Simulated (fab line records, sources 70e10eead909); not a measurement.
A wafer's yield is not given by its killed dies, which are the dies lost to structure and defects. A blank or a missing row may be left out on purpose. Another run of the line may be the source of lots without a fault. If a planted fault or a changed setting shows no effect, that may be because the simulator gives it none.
Chamber matching ; flow nand harc ; 4 sister chambers for NHARC_P_BONDPAD_CMP_32 on cmp-04
The step polishes SiCN, target thk 200 nm. 4 wafers are shown with their chamber, then 8 later ones without.

== WAFERS WITH THEIR CHAMBER ==
wafer;chamber;motor current A (A)
L084.6;2;11.1
L088.5;0;11.8
L088.6;3;13.0
L089.2;1;10.0

== WAFERS WITH NO CHAMBER GIVEN ==
wafer;motor current A (A)
L089.3;10.8
L089.5;11.2
L092.1;10.5
L092.2;10.0
L092.4;12.8
L097.1;11.2
L097.2;10.8
L097.3;12.6

== EACH ONE'S CHAMBER ==
wafer;from the rows above;in truth
L089.3;can't be placed: 2 or 1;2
L089.5;can't be placed: 2 or 0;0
L092.1;can't be placed: 1 or 2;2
L092.2;1;1
L092.4;3;3
L097.1;can't be placed: 2 or 0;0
L097.2;can't be placed: 2 or 1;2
L097.3;can't be placed: 3 or 0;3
2 of 8 placed correctly. Cannot be placed on the basis of these rows: 6; the candidates contain the true chamber in 6. Placed wrongly: 0.
How it was worked out, from the rows above alone: a wafer's distance from a chamber is the root of the sum, over the readings, of the square of ((its reading less the chamber's mean) divided by the reading's scatter). The wafer belongs to the nearest chamber; if the next one is less than 2 further off, it can't be placed. For every chamber, the mean is computed from those of its wafers that are shown. The scatter (one wafer shown for each chamber): square how far every hidden wafer sits from the nearest shown wafer, average those squares and take the square root.
